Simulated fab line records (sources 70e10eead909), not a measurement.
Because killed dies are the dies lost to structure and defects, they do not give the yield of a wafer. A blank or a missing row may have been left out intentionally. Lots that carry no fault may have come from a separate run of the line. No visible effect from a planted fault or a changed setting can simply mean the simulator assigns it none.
fab line records | flow nandHarc
[record] lots = 6 wafers = 18 lastDay = 25
route steps=1159 shown P_M2@328 P_BONDPAD@351 END@1159
lots that met no fault: from a run of the same line without faults
startH: start of the lot's first displayed wafer, in hours after the record's first day | waitH: hours since the lot's step before | " as in the row above | L1.1+2: a row that stands for several wafers | - either no value or no given start | * or withheld: withheld | < > ~ a bound
route shown NAME@n: names a module that has steps shown in the file, with the first one's number in the route | usual: mean/standard deviation of fault-free wafers | same: alike in all rows | chamber/n: place in a boat | sites: each site's reading | _std_site: standard deviation across them | _edge_site: inner sites' mean taken away from outer sites' mean | radiusMm: how far each site lies from the wafer's centre | mask NAME#n: copy n | behind: tool/chamber where the wafer was last shaped | hold: what put the lot on hold/how long, in hours/how the hold closed | device: the n, p or np transistor that did not switch | end of line: tests run on the same wafers once the route is complete | a step without rows: its recipe alone | killed: not the wafer's yield, but the dies lost to structure and defects at the first sort | map: per-die view of a wafer (x killed, . not killed, _ where there is no die)
set.NAME: the setting that was run; set.NAME@STEP: the one run at that earlier step | model.NAME: the simulator's own value behind a step, which no gauge read
lots at selected steps of the route; one table per step, one row per wafer
services: the hour from which a tool's chamber was out of use, counted from the record's first day as startH (under 0 if before that day), plus the number of hours and why
[[steps]]
[step NHARC_P_M2_CD_MEAS_09]
[recipe] targetCdNm = 170 landingEnergyEv = 500
[usual] cdNm = 170.3/0.77
// columns lot.wafer tool chamber startH waitH cdNm
L108.2 cdSem-01 0 162.73 - 171.5
L108.3 " 0 " " 170.7
L108.4 " 0 " " 170.0
L111.2 cdSem-03 0 172.57 - 170.9
L111.3 " 0 " " 168.8
L111.6 " 0 " " 168.9
L115.1 cdSem-02 0 202.92 - 169.1
L115.4 " 0 " " 169.6
L115.6 " 0 " " 169.5
L114.1 cdSem-01 0 204.38 - 170.2
L114.4 " 0 " " 170.5
L114.5 " 0 " " 170.0
L126.2 cdSem-03 0 263.37 - 170.1
L126.4 " 0 " " 168.6
L126.5 " 0 " " 169.7
L125.3 cdSem-02 0 264.16 - 170.9
L125.5 " 0 " " 171.0
L125.6 " 0 " " 170.0
[step NHARC_P_M2_OVL_MEAS_10]
[recipe] pitchNm = 340
[usual] overlayXNm = 0.1/0.94 overlayYNm = 0.2/0.87
// columns lot.wafer tool chamber startH waitH overlayXNm overlayYNm
L108.2 overlay-02 - 162.81 - 0.2 0.2
L108.3 " - " " 0.1 -0.2
L108.4 " - " " 0.6 0.0
L111.2 overlay-02 - 172.66 - 0.5 0.7
L111.3 " - " " 0.7 0.7
L111.6 " - " " 0.5 0.6
L115.1 overlay-01 - 203.02 - -1.5 -0.1
L115.4 " - " " -1.5 0.2
L115.6 " - " " -1.1 0.5
L114.1 overlay-01 - 204.47 - 0.5 -0.1
L114.4 " - " " 0.6 0.0
L114.5 " - " " 0.0 -0.4
L126.2 overlay-01 - 263.46 - 1.3 0.4
L126.4 " - " " 1.3 0.0
L126.5 " - " " 1.6 0.4
L125.3 overlay-01 - 264.24 - 0.7 0.4
L125.5 " - " " 0.5 0.2
L125.6 " - " " 0.7 0.5
[step NHARC_P_M2_INSPECT_11]
[usual] rawDefectCount = 4.8/2.8
// columns lot.wafer tool chamber startH waitH rawDefectCount
L108.2 defectInspect-02 - 162.85 0.0 5
L108.3 " - " " 7
L108.4 " - " " 2
L111.2 defectInspect-01 - 172.70 0.0 9
L111.3 " - " " 6
L111.6 " - " " 3
L115.1 defectInspect-02 - 203.06 0.0 3
L115.4 " - " " 6
L115.6 " - " " 8
L114.1 defectInspect-02 - 204.51 0.0 4
L114.4 " - " " 6
L114.5 " - " " 3
L126.2 defectInspect-01 - 263.50 0.0 2
L126.4 " - " " 4
L126.5 " - " " 5
L125.3 defectInspect-01 - 264.28 0.0 9
L125.5 " - " " 8
L125.6 " - " " 10
[step NHARC_P_M2_DESCUM_14]
[recipe] timeS = 3 o2FlowSccm = 200 arFlowSccm = 0 biasPowerW = 0 chemistry = O2
[step NHARC_P_M2_ETCH_35]
[recipe] targetDepthA = 400 overetchA = 120 timeS = 43.94 ionEnergyEv = 200 n2FlowSccm = 150 h2FlowSccm = 150 arFlowSccm = 0 rfW = 400 biasW = 150 chemistry = N2/H2
[usual] drypumpMotorCurrentA = 5.7/0.47 oesProductAu = 0.994/0.012 rfVppV = 431.6/2.5 showerheadPlenumPTorr = 2.08/0.088 throttleValvePct = 14.172/0.0092
[same] timeS = 43.94
// columns lot.wafer tool chamber startH waitH drypumpMotorCurrentA oesProductAu rfHoursCounterH rfVppV showerheadPlenumPTorr throttleValvePct
L108.2 rieDiel-03 1 162.99 0.1 5.1 1.000 4 433.1 2.15 14.181
L108.4 " 2 " " 5.6 0.982 4 431.0 2.10 14.178
L108.3 " 0 " " 5.9 0.992 4 428.4 1.94 14.184
L111.2 rieDiel-03 1 172.84 0.1 5.1 0.995 4 433.0 2.15 14.173
L111.3 " 2 " " 5.7 0.985 5 430.3 2.10 14.191
L111.6 " 2 " " 5.7 0.983 - 430.8 2.10 14.170
L115.1 rieDiel-03 0 203.21 0.1 5.9 0.994 5 428.7 1.94 14.176
L115.4 " 1 " " 5.1 0.985 6 433.1 2.15 14.166
L115.6 " 3 " " 5.8 1.003 - 433.4 2.18 14.166
L114.1 rieDiel-11 0 204.70 0.1 5.9 0.986 1 433.3 2.17 14.165
L114.4 " 1 " " 6.6 0.983 1 431.7 2.06 14.180
L114.5 " 2 " " 4.8 0.993 - 429.6 1.98 14.164
L126.2 rieDiel-03 3 263.64 0.1 5.8 0.985 1 432.5 2.18 14.178
L126.4 " 0 " " 5.8 0.999 1 426.5 1.94 14.166
L126.5 " 0 " " 5.9 0.996 - 427.4 1.94 14.173
L125.3 rieDiel-03 2 264.44 0.1 5.7 0.985 1 432.7 2.09 14.173
L125.5 " 3 " " 5.8 0.990 - 433.9 2.17 14.184
L125.6 " 0 " " 5.9 0.995 - 427.1 1.94 14.182
[step NHARC_P_M2_ETCH_15]
[recipe] targetDepthA = 1825 timeS = 91.2 c4f8FlowSccm = withheld arFlowSccm = 400 rfW = 600 biasW = 300 chemistry = C4F8/Ar
[step NHARC_P_M2_CD_MEAS_16]
[usual] cdNm = 170.5/1.1
// columns lot.wafer tool chamber startH waitH cdNm
L108.2 cdSem-03 - 163.22 - 172.6
L108.3 " - " " 170.7
L108.4 " - " " 167.8
L111.2 cdSem-03 - 173.06 - 172.0
L111.3 " - " " 168.8
L111.6 " - " " 168.8
L115.1 cdSem-02 - 203.42 - 169.5
L115.4 " - " " 171.8
L115.6 " - " " 169.8
L114.1 cdSem-03 - 205.04 - 169.6
L114.4 " - " " 171.1
L114.5 " - " " 170.0
L126.2 cdSem-01 - 263.86 - 170.4
L126.4 " - " " 168.1
L126.5 " - " " 170.2
L125.3 cdSem-03 - 264.65 - 171.1
L125.5 " - " " 170.9
L125.6 " - " " 170.4
[step NHARC_P_M2_STRIP_18]
[recipe] powerW = 1000 n2FlowSccm = 150 h2FlowSccm = 150 arFlowSccm = 0 biasW = 0 chemistry = N2/H2
[step NHARC_P_M2_ETCH_28]
[recipe] targetDepthA = 300 overEtchFrac = 0.3 timeS = 72.99 ionEnergyEv = 150 cf4FlowSccm = 50 n2FlowSccm = 100 arFlowSccm = 150 rfW = 300 biasW = 100 chemistry = CF4/N2
[step NHARC_P_M2_STRIP_19]
[recipe] timeS = 600 tempC = 30 chemistry = postEtchResidueRemover
[step NHARC_P_M2_DEGAS_29]
[recipe] tempC = 250 timeS = 60
[usual] heaterPowerW = 340/39
[same] timeS = 60
// columns lot.wafer tool chamber startH waitH heaterPowerW
L108.4 pvdSputter-03 - 163.93 - 275
L108.2 " - " " 352
L108.3 " - " " 362
L111.3 pvdSputter-03 - 173.78 - 335
L111.2 " - " " 348
L111.6 " - " " 339
L115.4 pvdSputter-03 - 204.15 - 370
L115.1 " - " " 273
L115.6 " - " " 376
L114.1 pvdSputter-03 - 205.77 - 340
L114.4 " - " " 354
L114.5 " - " " 272
L126.2 pvdSputter-03 - 264.58 - 337
L126.4 " - " " 359
L126.5 " - " " 344
L125.3 pvdSputter-02 - 265.36 - 398
L125.5 " - " " 398
L125.6 " - " " 349
[step NHARC_P_M2_PRE_CLEAN_30]
[recipe] timeS = 30 tempC = 280 gas = H2/He
[step NHARC_P_M2_PVD_20]
[recipe] targetThkA = 50 biasV = 168.6 powerW = 15000 chamberPressurePa = 0.12 timeS = 8.06 substrateTempC = 50 material = TaN
[usual] substrateTempC = 49.98/0.1 throttleValvePct = 30.5/1.3
[same] timeS = 8.06
// columns lot.wafer tool chamber startH waitH substrateTempC throttleValvePct
L108.2 pvdSputter-03 - 164.09 - 49.97 32.2
L108.3 " - " " 50.09 31.9
L108.4 " - " " 49.96 28.8
L111.2 pvdSputter-03 - 173.89 - 50.02 32.1
L111.3 " - " " 49.91 31.3
L111.6 " - " " 50.07 32.4
L115.4 pvdSputter-03 - 204.26 - 50.00 32.1
L115.1 " - " " 49.97 32.2
L115.6 " - " " 50.08 28.7
L114.1 pvdSputter-03 - 205.87 - 50.01 31.9
L114.4 " - " " 50.00 28.4
L114.5 " - " " 49.89 28.4
L126.2 pvdSputter-03 - 264.70 - 49.87 31.3
L126.4 " - " " 49.92 32.1
L126.5 " - " " 50.11 32.3
L125.3 pvdSputter-02 - 265.47 - 49.80 30.9
L125.5 " - " " 49.98 30.7
L125.6 " - " " 49.91 29.9
[step NHARC_P_M2_PVD_21]
[recipe] targetThkA = 300 chamberPressurePa = 5 powerW = 5000 substrateTempC = 30 timeS = 20.49 material = Cu
[step NHARC_P_M2_ECD_22]
[recipe] targetThkA = 4000 bathTempC = 25 material = Cu
[step NHARC_P_M2_ANNEAL_31]
[recipe] tempC = 225 timeS = 90
[step NHARC_P_M2_CMP_23]
[recipe] tOverpolishS = 20 targetThkNm = 144.3
[step NHARC_P_M2_THK_MEAS_24]
[recipe] thkMeasGauge = xrf
[usual] thkNm = 144.2/1.5
// columns lot.wafer tool chamber startH waitH thkNm
L108.2 filmMetro-02 - 165.41 - 147.1
L108.3 " - " " 145.3
L108.4 " - " " 146.7
L111.2 filmMetro-02 - 175.18 - 143.9
L111.3 " - " " 142.5
L111.6 " - " " 145.0
L115.1 filmMetro-01 - 205.61 - 142.7
L115.4 " - " " 142.6
L115.6 " - " " 142.3
L114.1 filmMetro-02 - 207.19 - 142.9
L114.4 " - " " 145.8
L114.5 " - " " 145.5
L126.2 filmMetro-02 - 265.97 - 144.8
L126.4 " - " " 144.4
L126.5 " - " " 145.4
L125.3 filmMetro-01 - 266.76 - 140.9
L125.5 " - " " 139.0
L125.6 " - " " 143.0
[step NHARC_P_M2_SRD_25]
[step NHARC_P_M2_PRE_CLEAN_32]
[recipe] timeS = 12 tempC = 370 rfPowerW = 300 gas = NH3
[step NHARC_P_M2_DEP_33]
[recipe] targetThkA = 300 tempC = 370 targetThkNm = 30 pressureTorr = 3 flowSccm = 200 rfW = 450 material = SiCN
[usual] heaterPowerW = 608/58
// columns lot.wafer tool chamber startH waitH heaterPowerW
L108.2 pecvd-03 0 165.71 0.1 617
L108.3 " 2 " " 665
L108.4 " 1 " " 698
L111.3 pecvd-03 1 175.53 0.1 679
L111.2 " 2 " " 660
L111.6 " 0 " " 600
L115.1 pecvd-03 0 206.01 0.1 595
L115.4 " 0 " " 617
L115.6 " 1 " " 630
L114.1 pecvd-01 0 208.01 0.1 625
L114.4 " 2 " " 598
L114.5 " 0 " " 614
L126.2 pecvd-03 2 266.36 0.1 616
L126.4 " 0 " " 689
L126.5 " 2 " " 617
L125.3 pecvd-01 1 267.10 0.1 629
L125.6 " 1 " " 625
L125.5 " 2 " " 553
[step NHARC_P_BONDPAD_DEP_00]
[recipe] targetThkA = 2500 tempC = 370 targetThkNm = 250 pressureTorr = 3 flowSccm = 200 rfW = 450 material = SiCN
[step NHARC_P_BONDPAD_CMP_32]
[recipe] targetThkNm = 200 material = SiCN
[usual] motorCurrentA = 12.3/1.1
// columns lot.wafer tool chamber startH waitH motorCurrentA
L108.3 cmp-04 1 166.51 - 11.9
L108.4 " 2 " " 11.2
L108.2 " 0 " " 11.2
L111.3 cmp-01 2 176.29 - 12.8
L111.2 " 0 " " 10.9
L111.6 " 3 " " 12.5
L115.4 cmp-02 0 206.84 - 12.5
L115.1 " 1 " " 13.4
L115.6 " 3 " " 11.9
L114.4 cmp-01 2 208.97 - 12.6
L114.1 " 3 " " 12.4
L114.5 " 1 " " 15.1
L126.4 cmp-04 2 267.07 - 11.2
L126.2 " 3 " " 13.2
L126.5 " 3 " " 12.9
L125.3 cmp-02 0 267.91 - 13.2
L125.6 " 3 " " 12.9
L125.5 " 0 " " 13.0
[step NHARC_P_BONDPAD_THK_MEAS_33]
[recipe] thkMeasGauge = ellipsometry
[usual] thkNm = 199.8/1.5
// columns lot.wafer tool chamber startH waitH thkNm
L108.2 filmMetro-02 - 166.76 0.2 199.5
L108.3 " - " " 197.2
L108.4 " - " " 200.5
L111.2 filmMetro-02 - 176.54 0.2 198.3
L111.3 " - " " 199.5
L111.6 " - " " 198.6
L115.1 filmMetro-02 - 207.04 0.1 199.4
L115.4 " - " " 201.5
L115.6 " - " " 200.1
L114.1 filmMetro-02 - 209.20 0.2 199.9
L114.4 " - " " 202.3
L114.5 " - " " 199.5
L126.2 filmMetro-02 - 267.32 0.2 201.2
L126.4 " - " " 200.0
L126.5 " - " " 201.9
L125.3 filmMetro-02 - 268.13 0.2 201.3
L125.5 " - " " 201.9
L125.6 " - " " 198.9
[step NHARC_P_BONDPAD_SRD_34]
[step NHARC_P_BONDPAD_DEHYDRATE_01]
[recipe] tempC = 150 timeS = 120
[step NHARC_P_BONDPAD_HMDS_02]
[recipe] timeS = 30
[step NHARC_P_BONDPAD_COAT_36]
[recipe] tempC = 200 timeS = 65
[step NHARC_P_BONDPAD_COAT_03]
[recipe] spinRpm = 2000 resistThkNm = 600
[step NHARC_P_BONDPAD_SOFTBAKE_04]
[recipe] tempC = 125 timeS = 70
[step NHARC_P_BONDPAD_EBR_05]
[step NHARC_P_BONDPAD_EXPOSE_06]
[recipe] na = 0.55 doseMj = 37.06 maskId = P_BPAD
[step NHARC_P_BONDPAD_PEB_07]
[recipe] pebTempC = 128 pebTimeS = 80
[step NHARC_P_BONDPAD_DEVELOP_08]
[recipe] timeS = 50 devTempC = 22
[step NHARC_P_BONDPAD_CD_MEAS_09]
[recipe] targetCdNm = 500 landingEnergyEv = 500
[usual] cdNm = 499.8/2.5
// columns lot.wafer tool chamber startH waitH cdNm
L108.2 cdSem-02 0 167.20 - 498.6
L108.3 " 0 " " 500.5
L108.4 " 0 " " 504.1
L111.2 cdSem-02 0 177.12 - 495.8
L111.3 " 0 " " 499.8
L111.6 " 0 " " 496.4
L115.1 cdSem-03 0 207.48 - 501.3
L115.4 " 0 " " 499.3
L115.6 " 0 " " 500.7
L114.1 cdSem-01 0 209.76 - 499.3
L114.4 " 0 " " 498.0
L114.5 " 0 " " 502.3
L126.2 cdSem-02 0 267.89 - 497.8
L126.4 " 0 " " 496.6
L126.5 " 0 " " 500.4
L125.3 cdSem-02 0 268.58 - 506.5
L125.5 " 0 " " 498.0
L125.6 " 0 " " 504.5
[step NHARC_P_BONDPAD_OVL_MEAS_38]
[usual] overlayXNm = -1/5.1 overlayYNm = 0/6.3
// columns lot.wafer tool chamber startH waitH overlayXNm overlayYNm
L108.2 overlay-02 - 167.29 - -2 -4
L108.3 " - " " -2 -4
L108.4 " - " " -2 -4
L111.2 overlay-02 - 177.20 - 5 0
L111.3 " - " " 5 0
L111.6 " - " " 5 0
L115.1 overlay-01 - 207.57 - -2 0
L115.4 " - " " -1 0
L115.6 " - " " -2 0
L114.1 overlay-01 - 209.85 - -9 4
L114.4 " - " " -8 4
L114.5 " - " " -9 4
L126.2 overlay-01 - 267.97 - 4 0
L126.4 " - " " 4 0
L126.5 " - " " 3 0
L125.3 overlay-02 - 268.66 - -13 4
L125.5 " - " " -13 5
L125.6 " - " " -14 5
[step NHARC_P_BONDPAD_HARDBAKE_10]
[recipe] tempC = 118 timeS = 65
[step NHARC_P_BONDPAD_DESCUM_11]
[recipe] timeS = 3 o2FlowSccm = 200 arFlowSccm = 0 biasPowerW = 0 chemistry = O2
[step NHARC_P_BONDPAD_ETCH_37]
[recipe] targetDepthA = 600 overetchA = 180 timeS = 65.91 ionEnergyEv = 200 n2FlowSccm = 150 h2FlowSccm = 150 arFlowSccm = 0 rfW = 400 biasW = 150 chemistry = N2/H2
[step NHARC_P_BONDPAD_ETCH_12]
[recipe] targetDepthA = 2000 timeS = 100 chf3FlowSccm = 50 o2FlowSccm = 10 arFlowSccm = 200 rfW = 500 biasW = 200 chemistry = CHF3/O2
[usual] chf3FlowSccm = 50.00/0.15 drypumpMotorCurrentA = 5.6/0.45 oesProductAu = 0.928/0.023 rfVppV = 369.9/2.2 showerheadPlenumPTorr = 2.37/0.091 throttleValvePct = 20.573/0.0086
[same] timeS = 100
// columns lot.wafer tool chamber startH waitH chf3FlowSccm drypumpMotorCurrentA oesProductAu rfHoursCounterH rfVppV showerheadPlenumPTorr throttleValvePct
L108.4 rieDiel-04 3 - - 49.88 5.6 0.917 5 370.8 2.37 20.567
L108.3 " 0 " " 50.06 5.4 0.912 4 371.3 2.49 20.569
L108.2 " 2 " " 50.07 4.9 0.909 5 368.6 2.31 20.582
L111.2 rieDiel-04 3 - - 49.94 5.6 0.924 5 369.3 2.37 20.582
L111.3 " 0 " " 49.98 5.5 0.896 4 373.1 2.49 20.575
L111.6 " 2 " " 49.90 4.8 0.910 - 369.2 2.31 20.572
L115.4 rieDiel-04 3 - - 49.98 5.6 0.910 7 369.8 2.37 20.575
L115.1 " 0 " " 50.13 5.5 0.901 8 372.7 2.49 20.576
L115.6 " 2 " " 49.99 4.8 0.915 - 369.7 2.30 20.578
L114.1 rieDiel-01 3 - - 50.24 6.0 0.934 26 368.9 2.32 20.571
L114.4 " 0 " " 50.03 5.4 0.959 25 367.8 2.23 20.580
L114.5 " 0 " " 49.99 5.4 0.951 - 368.5 2.24 20.565
L126.4 rieDiel-04 1 - - 50.11 6.0 0.904 14 373.2 2.46 20.559
L126.2 " 2 " " 49.95 4.8 0.901 15 367.7 2.30 20.571
L126.5 " 1 " " 50.16 6.1 0.906 - 371.5 2.46 20.585
L125.3 rieDiel-01 0 - - 49.79 5.4 0.937 38 366.4 2.23 20.580
L125.6 " 1 " " 50.33 5.9 0.913 - 371.3 2.35 20.580
L125.5 " 2 " " 50.28 5.7 0.915 - 367.5 2.22 20.579
[step NHARC_END_SORT_01]
[recipe] tempC = 25
[usual] defectLimitedYield = 95.5/1.4 killedAtArray = 26/9.7 killedAtOther = 1.0/1.2 killedAtPeriphery = 3.9/2.6 killedDies = 31/9.7 killedOpen = 3.2/1.8 killedShort = 2.0/1.3 sort_bin_2_pct = 1.4/0.6 sort_bin_3_pct = 0.23/0.2 sort_bin_4_pct = 2.9/0.97 sortNPass = 646/9.7 sortRimYieldPct = 95.7/2.6 sortYieldPct = 95.5/1.4
[same] grossDies = 677 sort_bin_5_pct[%] = 0 sort_bin_6_pct[%] = 0 sort_bin_7_pct[%] = 0 sort_bin_8_pct[%] = 0 sortRimNGross = 106.00
// columns lot.wafer tool chamber startH waitH defectLimitedYield[%] killedAtArray killedAtOther killedAtPeriphery killedDies killedOpen killedShort sort_bin_2_pct[%] sort_bin_3_pct[%] sort_bin_4_pct[%] sortNPass sortRimYieldPct[%] sortYieldPct[%]
L115.1 prober-01 0 504.11 2.5 81.7 16 5 103 124 2 1 7.7 4.87 5.8 553 87.7 81.7
L115.4 prober-01 0 506.53 3.4 83.8 32 1 77 110 5 4 5.2 4.87 6.2 567 84.0 83.8
L115.6 prober-01 0 508.14 4.0 83.0 21 2 92 115 2 2 5.0 5.02 6.9 562 81.1 83.0
L114.1 prober-02 0 507.63 2.5 86.1 16 0 78 94 3 4 5.0 3.84 5.0 583 80.2 86.1
L114.4 prober-02 0 510.00 3.4 85.1 14 1 86 101 3 3 5.8 4.73 4.4 576 85.8 85.1
L114.5 prober-02 0 510.79 3.7 84.3 13 2 91 106 2 0 6.8 3.69 5.2 571 83.0 84.3
// killed by level:class
L115.1 P_M2:unspecified=100 A_SLIT:chamberFilmFlake=8 A_CHANNEL_HOLE_D1:chamberFilmFlake=3 A_CONTACT:chamberFilmFlake=3 HYBRID_BOND:chamberFilmFlake=3 THIN_TSV:chamberFilmFlake=2 P_GATE:geometricParticle:open=1 P_CONTACT:geometricParticle:open=1
L115.4 P_M2:unspecified=67 A_SLIT:chamberFilmFlake=20 P_CONTACT:chamberFilmFlake=4 A_CHANNEL_HOLE_D1:chamberFilmFlake=3 P_CONTACT:geometricParticle:open=2 A_CHANNEL_FILL_D1:geometricParticle:short=2 A_CONTACT:chamberFilmFlake=2 P_GATE:geometricParticle:open=1
L114.1 P_M2:unspecified=76 A_CHANNEL_HOLE_D1:chamberFilmFlake=4 A_CONTACT:chamberFilmFlake=3 A_CONTACT:geometricParticle:open=2 A_CHANNEL_FILL_D1:chamberFilmFlake=2 P_STI:geometricParticle:short=1 A_ONON_D1:geometricParticle:short=1 A_CHANNEL_HOLE_D1:geometricParticle:short=1
L115.6 P_M2:unspecified=87 A_SLIT:chamberFilmFlake=9 P_CONTACT:chamberFilmFlake=4 A_CHANNEL_HOLE_D1:chamberFilmFlake=3 A_CONTACT:chamberFilmFlake=3 A_ONON_D1:geometricParticle:short=1 A_ONON_D1:geometricParticle:open=1 A_WL_FILL:geometricParticle:short=1
L114.4 P_M2:unspecified=81 A_CHANNEL_HOLE_D1:chamberFilmFlake=4 A_CONTACT:chamberFilmFlake=4 P_M1:chamberFilmFlake=2 P_STI:geometricParticle:open=1 A_ONON_D1:geometricParticle:open=1 A_CHANNEL_HOLE_D1:geometricParticle:open=1 A_CHANNEL_FILL_D1:geometricParticle:short=1
L114.5 P_M2:unspecified=89 A_CHANNEL_HOLE_D1:chamberFilmFlake=5 A_CONTACT:chamberFilmFlake=3 A_CHANNEL_FILL_D1:chamberFilmFlake=2 HYBRID_BOND:chamberFilmFlake=2 A_ONON_D1:geometricParticle:open=1 A_CONTACT:geometricParticle:open=1 P_STI:chamberFilmFlake=1
// map L114.5 (x killed, . not)
____________x____________
_________..xxxxx_________
_______...xxxxxxxx_______
______....xxxxxxxxx______
_____.....xxxxxxxxxx_____
____.......xxxxxxxx.x____
____......xxxxxxxxx.x____
___......xxxxxxxxx.x..___
___.......xxxxxxxxx...___
__........x.xxxxxxx....__
__........xx.xxxxx.....__
_..........xxx..xx......_
_......................._
_......................._
_......................._
_..................x...._
.........................
............x.x..........
x............x...........
...x.........x.......x...
.....................x...
_......................._
_......................._
_......................._
_......................._
_......................._
__.....................__
__.....................__
___...................___
___...................___
____.................____
____.........x.......____
_____....xx........._____
______........x....______
_______..........._______
_________...xx.._________
____________.____________
// map L115.1 (x killed, . not)
____________.____________
_________......._________
_______..........._______
______.............______
_____..............._____
____.................____
____x................____
___...................___
___...................___
__..x..................__
__...x.............x...__
_xxx.x.................._
_..xxxx................._
_.xxxxx..............x.._
_xxxxxxx............xx.._
_xxxxxxx................_
xxxxxxxxxx.........x.x.x.
xxxxxxxxx.x......x....x..
xxxxxxxxxx............x..
.xxxxxxxxxx..............
xxxxxxxxx..........x.....
_xxxxxxxx.x..x.........._
_xxxxxxx................_
_.xxxxxx................_
_.xx..x................._
_.x....................._
__........x......x.....__
__.....................__
___...................___
___.......x...........___
____.................____
____.................____
_____...x.x.x......._____
______.............______
_______..........._______
_________....x.._________
____________.____________
[[services]]
// columns tool chamber startH hours kind
pecvd-03 1 140.82 4.3 repair
rieDiel-03 0 145.30 - clean
rieDiel-03 1 145.30 - clean
rieDiel-03 2 145.30 - clean
rieDiel-03 3 145.30 - clean
rieDiel-04 - 156.25 0.4 repair
rieDiel-11 - 156.69 1.7 repair
pecvd-01 - 177.81 1.9 repair
cmp-01 - 179.50 4.0 pm
cmp-02 - 180.11 0.5 repair
rieDiel-01 2 182.89 4.9 repair
rieDiel-04 3 188.68 17.5 repair
rieDiel-11 - 189.64 9.0 pm
rieDiel-03 3 193.55 5.7 repair
cmp-04 - 203.21 4.0 pm
cmp-02 - 211.49 0.3 repair
pvdSputter-02 - 214.04 10.0 pm
rieDiel-03 - 215.30 9.0 pm
rieDiel-01 - 225.76 1.2 repair
cmp-02 - 226.50 4.0 pm
rieDiel-04 3 229.36 14.6 repair
rieDiel-01 0 236.41 21.0 repair
pecvd-01 - 237.20 13.0 pm
pvdSputter-03 - 246.26 15.1 repair
[[key]]
[firstSign] step = NHARC_END_SORT_01 reading = killedAtPeriphery direction = up sigmas = 32 usual = 3.9 struck = 87.8
[effect] step = NHARC_END_SORT_01 reading = killedDies direction = up sigmas = 8 usual = 31 struck = 108
[moreKillsBornAt] NHARC_P_M2_PVD_20@pvdSputter-03 = 500
metAt NHARC_P_M2_PVD_20
struckWafers L114.1,L114.4,L114.5,L115.1,L115.4,L115.6
onsetBetween 173.89 204.26
[fault] kind = chamberParticleSource tool = pvdSputter-03 chamber = - onsetH = 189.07 steps = NHARC_P_M2_PVD_20 ratePerVisitCm2 = 1.661 endH = 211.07
